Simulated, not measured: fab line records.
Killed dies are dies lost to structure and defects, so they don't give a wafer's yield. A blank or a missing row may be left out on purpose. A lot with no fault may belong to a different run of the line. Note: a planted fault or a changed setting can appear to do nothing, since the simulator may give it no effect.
fab line records | flow n5_finfet
record: lots: 9 wafers: 27 last_day: 18
route steps=1938 shown MOL_CONTACT_COAG@538 BEOL_M4@1111 PASSIVATION@1936
lots with no fault: from the same line, run without faults
start_h: the number of hours between the record's first day and the start of the first shown wafer of the lot | wait_h: time in hours since the lot's previous step | " identical to the entry in the row above | L1.1+2: several wafers, shown together as one row | - either no value or no given start | * or withheld: withheld | < > ~ a bound
route shown NAME@n: names a module that has steps shown in the file, with the first one's number in the route | usual: average and standard deviation across the fault-free wafers | same: alike in all rows | chamber/n: place in a boat | sites: the reading at each site | _std_site: standard deviation across them | _edge_site: mean of outer sites minus mean of inner sites | radius_mm: for every site, how far away it sits from the centre of the wafer | mask NAME#n: copy n | behind: the last tool/chamber to shape the wafer | hold: why the lot was held/for how many hours/how that ended | device: names the non-switching transistor (n, p or np) | end of line: at the end of the route, the tests of the same wafers | a step without rows: its recipe alone | killed: not the wafer's yield, but the dies lost to structure and defects at the first sort | map: dies across one wafer; x = killed, . = not, _ = none there
set.NAME: setting as actually run; set.NAME@STEP: the setting as run at that earlier step | model.NAME: the simulator's own value behind a step, which no gauge read
one table for each step of the route and one row for each wafer, over a sample of lots
services: when a tool's chamber went out of use (start_h, in hours from the record's first day, below 0 if earlier), for how many hours, and the reason
== steps ==
step: N5_MOL_CONTACT_COAG_ETCH_110
recipe: chemistry: CF4/O2 target: Si target_depth_a: 25 time_s: 8 pressure_mtorr: 100 source_w: 200 bias_w: 12 ion_energy_ev: 60 Ar_flow_sccm: 100 cf4_flow_sccm: 100 O2_flow_sccm: 10
usual: chamber_pressure_mTorr: 99.99/0.086 drypump_motor_current_A: 5.5/0.36 oes_f_703_au: 0.76/0.077 oes_product_au: 0.77/0.082 rf_vpp_V: 127.7/2.1 showerhead_plenum_p_Torr: 2.22/0.08 throttle_valve_pct: 10.76/0.25
columns lot.wafer tool chamber start_h wait_h chamber_pressure_mTorr drypump_motor_current_A oes_f_703_au oes_product_au rf_hours_counter_h rf_vpp_V showerhead_plenum_p_Torr throttle_valve_pct
L248.3 rie_diel-04 1 107.02 0.0 99.88 5.3 0.73 0.72 193 126.0 2.30 11.02
L248.4 " 3 " " 99.76 5.6 0.69 0.71 167 129.4 2.13 10.82
L248.6 " 1 " " 99.93 5.3 0.73 0.72 - 125.7 2.30 11.01
L249.3 rie_diel-05 1 110.40 0.0 99.96 5.5 0.71 0.74 164 130.0 2.15 10.87
L249.4 " 3 " " 100.13 5.7 0.67 0.68 247 124.7 2.10 11.11
L249.6 " 3 " " 100.01 5.7 0.66 0.68 - 129.5 2.10 11.11
L254.1 rie_diel-02 2 141.00 0.0 100.02 5.9 0.77 0.73 185 123.7 2.30 10.98
L254.4 " 0 " " 99.91 5.6 0.70 0.71 187 129.3 2.13 10.84
L254.5 " 3 " " 99.93 5.4 0.89 0.91 - 127.7 2.28 10.53
L255.1 rie_diel-04 3 149.76 0.0 100.01 5.6 0.68 0.70 182 130.1 2.12 10.85
L255.2 " 1 " " 100.06 5.3 0.72 0.71 208 125.9 2.29 11.05
L255.5 " 2 " " 99.92 4.8 0.89 0.90 - 128.1 2.18 10.48
L261.3 rie_diel-05 2 181.00 0.0 99.96 5.9 0.71 0.71 197 130.2 2.30 10.83
L261.4 " 3 " " 100.05 5.7 0.85 0.88 17 129.8 2.35 10.44
L261.5 " 1 " " 100.02 5.5 0.70 0.72 - 129.9 2.14 10.94
L262.2 rie_diel-02 2 182.62 0.0 100.05 5.9 0.76 0.71 198 123.7 2.29 11.04
L262.3 " 0 " " 99.85 5.7 0.70 0.71 200 127.8 2.12 10.90
L262.4 " 1 " " 100.09 5.0 0.86 0.87 32 123.7 2.27 10.39
L265.1 rie_diel-05 3 201.96 0.0 100.04 5.7 0.84 0.88 24 129.7 2.35 10.44
L265.2 " 1 " " 99.88 5.5 0.69 0.72 200 129.6 2.13 10.98
L265.3 " 2 " " 100.02 5.9 0.70 0.71 204 129.0 2.30 10.85
L268.1 rie_diel-02 2 218.89 0.0 99.92 5.9 0.74 0.71 211 124.9 2.29 11.08
L268.2 " 3 " " 100.06 5.4 0.85 0.87 49 128.0 2.27 10.61
L268.4 " 0 " " 99.90 5.6 0.69 0.69 212 129.5 2.12 10.94
L269.4 rie_diel-02 2 227.89 0.0 100.01 5.9 0.74 0.70 216 124.9 2.29 11.09
L269.5 " 0 " " 99.96 5.7 0.69 0.69 - 129.6 2.12 10.95
L269.6 " 1 " " 100.01 5.0 0.83 0.85 - 125.1 2.27 10.44
step: N5_MOL_CONTACT_COAG_CD_MEAS_99
recipe: target_cd_nm: 17.2 polarity: opening
usual: cd_nm: 17.1/0.38
columns lot.wafer tool chamber start_h wait_h cd_nm
L248.3 cd_sem-02 - 107.14 - 18.0
L248.4 " - " " 16.6
L248.6 " - " " 17.7
L249.3 cd_sem-02 - 110.52 - 16.9
L249.4 " - " " 16.8
L249.6 " - " " 17.1
L254.1 cd_sem-01 - 141.12 - 17.6
L254.4 " - " " 16.9
L254.5 " - " " 17.6
L255.1 cd_sem-03 - 149.88 - 17.3
L255.2 " - " " 17.4
L255.5 " - " " 17.7
L261.3 cd_sem-03 - 181.12 - 17.1
L261.4 " - " " 16.8
L261.5 " - " " 16.5
L262.2 cd_sem-01 - 182.74 - 17.3
L262.3 " - " " 16.8
L262.4 " - " " 17.4
L265.1 cd_sem-03 - 202.08 - 16.7
L265.2 " - " " 17.0
L265.3 " - " " 17.0
L268.1 cd_sem-02 - 219.00 - 17.1
L268.2 " - " " 17.8
L268.4 " - " " 16.8
L269.4 cd_sem-02 - 228.02 - 17.3
L269.5 " - " " 16.9
L269.6 " - " " 16.7
step: N5_MOL_CONTACT_COAG_CMP_23
recipe: stop_on: SiO2 t_overpolish_s: 1.5 post_cmp_clean: cu_alkaline down_force_psi: 2 platen_rpm: 50.289 pad_velocity_m_s: 1.0006 target_thk_nm: 0
usual: edge_zone_pressure_frac: 1.000/0.0051 motor_current_A: 8.4/0.85 overpolish_run_s: 1.500/0.0093 slurry_filter_dp_kPa: 13.50/0.15 time_to_endpoint_s: 9.4/2.7
same: t_overpolish_s: 1.5
columns lot.wafer tool chamber start_h wait_h edge_zone_pressure_frac motor_current_A overpolish_run_s slurry_filter_dp_kPa time_to_endpoint_s
L248.3 cmp-03 3 111.17 0.0 1.010 9.3 1.499 13.52 10.9
L248.4 " 0 " " 1.001 7.2 1.501 13.29 11.3
L248.6 " 0 " " 1.007 7.2 1.513 13.52 12.0
L249.4 cmp-02 3 116.16 0.0 1.001 9.4 1.497 13.34 9.4
L249.3 " 0 " " 1.000 8.0 1.512 13.46 11.2
L249.6 " 0 " " 1.002 8.0 1.496 13.59 10.4
L254.1 cmp-04 1 146.40 0.0 1.002 8.5 1.497 13.63 12.6
L254.4 " 3 " " 0.991 7.4 1.508 13.43 9.2
L254.5 " 2 " " 1.007 6.8 1.488 13.37 12.2
L255.1 cmp-03 0 154.03 0.1 1.018 7.2 1.485 13.66 12.7
L255.2 " 1 " " 0.996 8.7 1.491 13.36 11.2
L255.5 " 3 " " 1.002 9.2 1.492 13.47 10.8
L261.4 cmp-03 3 187.57 0.1 1.001 9.6 1.483 13.39 6.0
L261.3 " 0 " " 1.004 7.3 1.522 13.47 9.5
L261.5 " 2 " " 0.994 9.7 1.512 13.48 11.5
L262.2 cmp-02 2 187.65 0.0 0.998 9.0 1.506 13.59 7.7
L262.4 " 3 " " 0.997 8.9 1.482 13.32 8.4
L262.3 " 0 " " 1.000 8.1 1.513 13.53 6.9
L265.2 cmp-02 2 207.97 0.0 0.991 8.3 1.492 13.52 12.9
L265.3 " 0 " " 1.010 8.0 1.483 13.65 12.8
L265.1 " 1 " " 0.997 7.9 1.521 13.54 9.3
L268.2 cmp-03 1 224.38 0.1 0.992 8.9 1.515 13.59 7.0
L268.4 " 2 " " 1.003 9.7 1.512 13.41 13.0
L268.1 " 3 " " 0.997 9.0 1.497 13.51 5.7
L269.4 cmp-02 1 234.30 0.1 1.006 7.5 1.505 13.51 10.7
L269.6 " 0 " " 1.004 7.8 1.496 13.23 9.8
L269.5 " 1 " " 0.996 7.9 1.505 13.79 6.9
step: N5_MOL_CONTACT_COAG_COAT_77
recipe: resist: underlayer temp_c: 205 time_s: 60 spin_rpm: 1500 resist_thk_nm: 10
usual: chill_plate_temp_C: 23.03/0.12 spin_speed_rpm: 1499.9/0.97
columns lot.wafer tool chamber start_h wait_h chill_plate_temp_C spin_speed_rpm
L248.3 litho_track-03 0 114.46 - 23.09 1499.2
L248.4 " 0 " " 23.13 1500.1
L248.6 " 0 " " 22.96 1499.5
L249.3 litho_track-04 0 119.53 - 23.05 1501.1
L249.4 " 0 " " 23.01 1500.7
L249.6 " 0 " " 23.10 1500.7
L254.1 litho_track-04 0 149.78 - 22.92 1459.3
L254.4 " 0 " " 23.13 1459.7
L254.5 " 0 " " 23.00 1458.2
L255.1 litho_track-04 0 157.87 - 23.19 1460.9
L255.2 " 0 " " 23.12 1459.3
L255.5 " 0 " " 23.04 1459.5
L261.3 litho_track-03 0 192.31 - 22.95 1500.3
L261.4 " 0 " " 22.90 1499.0
L261.5 " 0 " " 22.95 1502.4
L262.2 litho_track-05 0 193.92 - 22.85 1499.2
L262.3 " 0 " " 23.00 1500.0
L262.4 " 0 " " 22.88 1499.2
L265.1 litho_track-04 0 211.91 - 23.20 1500.4
L265.2 " 0 " " 23.16 1500.5
L265.3 " 0 " " 23.08 1500.5
L268.1 litho_track-03 0 227.63 - 22.85 1499.0
L268.2 " 0 " " 22.89 1499.9
L268.4 " 0 " " 23.07 1500.4
L269.4 litho_track-04 0 237.55 - 22.95 1499.0
L269.5 " 0 " " 22.86 1500.1
L269.6 " 0 " " 23.13 1498.5
step: N5_BEOL_M4_RC_MEAS_101
usual: DIBL_N: 36.9/1.7 DIBL_P: 36.7/2.1 IOFF_N: 0.17/0.032 IOFF_P: 0.22/0.036 ION_N: 674/12 ION_P: 461/7 SS_N: 71.7/0.6 SS_P: 73.4/0.67 VT_N: 249/3.1 VT_P: -250/3.2
columns lot.wafer tool chamber start_h wait_h DIBL_N[mV/V] DIBL_P[mV/V] IOFF_N[nA/um] IOFF_P[nA/um] ION_N[uA/um] ION_P[uA/um] SS_N[mV/dec] SS_P[mV/dec] VT_N[mV] VT_P[mV]
L249.3 prober-02 0 182.21 0.3 32.8 32.8 0.12 0.17 660 454 70.6 72.8 255 -252
L249.4 " 0 " " 35.9 35.1 0.16 0.20 663 454 71.8 72.8 250 -252
L249.6 " 0 " " 34.4 32.9 0.14 0.17 652 446 71.6 72.2 252 -251
L248.3 prober-02 0 186.05 0.3 35.1 33.9 0.13 0.15 653 449 70.7 73.5 251 -257
L248.4 " 0 " " 37.2 36.8 0.17 0.19 682 455 71.6 73.1 251 -255
L248.6 " 0 " " 37.5 35.1 0.17 0.16 677 451 71.5 73.5 248 -256
L254.1 prober-01 0 212.24 0.0 37.3 36.5 0.18 0.22 679 461 71.7 73.2 246 -251
L254.4 " 0 " " 37.0 36.0 0.16 0.20 680 460 71.1 72.8 250 -249
L254.5 " 0 " " 39.7 37.1 0.23 0.23 675 452 72.8 73.7 244 -251
L255.1 prober-01 0 221.92 0.0 34.8 34.7 0.15 0.20 662 461 71.6 72.5 251 -249
L255.2 " 0 " " 34.6 34.8 0.13 0.21 657 454 70.7 71.8 253 -252
L255.5 " 0 " " 35.2 35.8 0.15 0.23 673 464 71.5 72.8 251 -249
L262.2 prober-01 0 253.01 0.2 36.7 36.8 0.14 0.19 664 454 71.6 73.0 251 -253
L262.3 " 0 " " 37.6 36.9 0.18 0.19 671 455 72.4 72.8 248 -251
L262.4 " 0 " " 36.9 36.5 0.15 0.18 660 456 71.9 72.7 252 -252
L261.3 prober-01 0 257.39 0.3 37.3 36.8 0.18 0.24 676 465 71.6 73.5 246 -248
L261.4 " 0 " " 37.9 35.9 0.20 0.23 685 468 71.9 73.4 246 -250
L261.5 " 0 " " 37.8 35.7 0.18 0.22 681 466 71.8 72.5 247 -250
L265.1 prober-01 0 285.93 0.0 37.1 37.7 0.17 0.27 679 465 72.8 73.5 248 -245
L265.2 " 0 " " 36.4 35.5 0.15 0.22 668 461 71.0 73.3 252 -245
L265.3 " 0 " " 38.0 38.3 0.21 0.28 702 472 73.2 74.1 244 -245
L268.1 prober-02 0 295.20 0.0 37.5 38.7 0.20 0.28 681 473 72.4 74.4 244 -247
L268.2 " 0 " " 38.9 40.3 0.23 0.30 696 471 72.0 74.2 245 -243
L268.4 " 0 " " 35.0 35.1 0.14 0.22 660 468 71.2 73.2 251 -249
L269.4 prober-01 0 312.33 0.5 39.1 38.5 0.18 0.23 663 460 71.9 74.1 251 -249
L269.5 " 0 " " 37.7 37.1 0.16 0.22 659 458 72.1 73.7 252 -248
L269.6 " 0 " " 39.5 39.5 0.19 0.26 681 467 72.8 73.8 251 -247
step: N5_PASSIVATION_PROBE_49
usual: defect_limited_yield: 91.7/1.5 killed_at_M0_to_M3: 32/9.6 killed_at_M4_up: 13/5.3 killed_at_contacts: 12/6.8 killed_at_front_end: 36/9.8 killed_at_other: 4/3.1 killed_dies: 98/17 killed_open: 65/13 killed_short: 32/8.5 sort_bin_5_function: 4.9/0.93 sort_bin_6_memory: 3.2/0.67 sort_n_pass: 1082/17 sort_yield_pct: 91.7/1.4
same: gross_dies: 1180 killed_at_back_side: 0 sort_bin_4_leakage[%]: 0 sort_bin_8_speed[%]: 0
columns lot.wafer tool chamber start_h wait_h defect_limited_yield[%] killed_at_M0_to_M3 killed_at_M4_up killed_at_contacts killed_at_front_end killed_at_other killed_dies killed_open killed_short sort_bin_5_function[%] sort_bin_6_memory[%] sort_n_pass sort_yield_pct[%]
L261.3 prober-02 - 361.10 1.0 91.4 27 22 6 38 8 101 69 32 5.0 3.4 1079 91.4
killed by level:class
L261.3 BEOL_M4:geometric_particle:open=11 STI_FIN_REVEAL:geometric_particle:open=10 BEOL_M3:geometric_particle:open=9 BEOL_M2:geometric_particle:open=8 MOL_CONTACT_COAG:geometric_particle:open=6 FIN_SAQP:geometric_particle:short=5 FIN_SAQP:geometric_particle:open=5 BEOL_M0_SAQP:geometric_particle:short=3
== services ==
columns tool chamber start_h hours kind
cmp-04 - 95.93 3.9 pm
rie_diel-04 - 99.96 4.3 pm
rie_diel-02 - 110.97 2.8 pm
rie_diel-05 0 113.45 3.9 repair
rie_diel-05 - 116.55 0.5 repair
rie_diel-05 3 117.37 - clean
rie_diel-05 3 117.37 - consumable_replace:focus_ring
rie_diel-05 3 117.37 - consumable_replace:showerhead
rie_diel-05 3 117.37 14.9 scheduled_down
cmp-04 - 118.36 4.0 pm
cmp-04 - 122.36 11.9 pm
cmp-03 - 134.79 2.7 repair
cmp-04 - 141.18 2.3 repair
rie_diel-04 3 144.48 1.3 repair
rie_diel-04 1 165.57 6.6 repair
cmp-03 - 166.05 3.6 pm
rie_diel-02 1 169.13 2.1 repair
cmp-04 - 203.67 4.3 repair
rie_diel-04 - 212.45 14.6 pm
rie_diel-05 0 213.96 11.5 repair
cmp-03 - 226.34 4.0 pm
cmp-02 - 226.72 6.0 repair
cmp-03 - 230.34 - consumable_replace:conditioner
cmp-03 - 230.34 - consumable_replace:pad
== key ==
first_sign: step: N5_MOL_CONTACT_COAG_COAT_77 reading: spin_speed_rpm direction: down sigmas: 42 usual: * struck: *
effect none on later readings
met_at N5_MOL_CONTACT_COAG_COAT_77
struck_lots L254,L255
not_acting_at N5_MOL_CONTACT_COAG_ETCH_110,N5_MOL_CONTACT_COAG_CD_MEAS_99,N5_MOL_CONTACT_COAG_CMP_23
onset_between 119.53 149.78
fault: kind: process_parameter_drift tool: litho_track-04 chamber: - onset_h: 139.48 steps: N5_MOL_CONTACT_COAG_COAT_77 channel: spin_rpm offset: * shape: step end_h: 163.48 acts_in: * stated: *
